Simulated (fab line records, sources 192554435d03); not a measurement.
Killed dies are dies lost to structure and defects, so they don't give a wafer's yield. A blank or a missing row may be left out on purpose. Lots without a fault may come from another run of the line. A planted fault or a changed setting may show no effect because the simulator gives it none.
Chamber matching | flow n5_finfet | N5_BEOL_M0_SAQP_PECVD_04 on pecvd-04: 3 sister chambers
The step deposits a-Si from SiH4/He, target thk 60 nm, time 60.2 s. 3 wafers are shown with their chamber, then 7 later ones without.

WAFERS WITH THEIR CHAMBER
wafer  | chamber | showerhead_plenum_p_Torr (Torr)
L088.4 | 1       | 5.62
L089.2 | 2       | 5.58
L089.3 | 0       | 5.67

WAFERS WITHOUT THEIR CHAMBER
wafer  | showerhead_plenum_p_Torr (Torr)
L089.6 | 5.64
L094.1 | 5.62
L094.4 | 5.68
L094.5 | 5.59
L095.2 | 5.63
L095.4 | 5.63
L095.6 | 5.58

WHICH CHAMBER EACH WENT THROUGH
wafer  | from the rows above     | in truth
L089.6 | can't be placed: 1 or 0 | 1
L094.1 | 1                       | 1
L094.4 | 0                       | 0
L094.5 | can't be placed: 2 or 1 | 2
L095.2 | 1                       | 1
L095.4 | 1                       | 1
L095.6 | 2                       | 2
Placed correctly: 5 of 7. Can't be placed from these rows: 2 (the true chamber is among the candidates in 2). Placed wrongly: 0.
How it was worked out, from the rows above alone: a wafer's distance from a chamber is the root of the sum, over the readings, of the square of ((its reading less the chamber's mean) divided by the reading's scatter). The wafer belongs to the nearest chamber; if the next one is less than 2 further off, it can't be placed. A chamber's mean is the mean of its shown wafers. The scatter: with one shown wafer a chamber, the root of the mean of the squares of how far each hidden wafer lies from its nearest shown one.
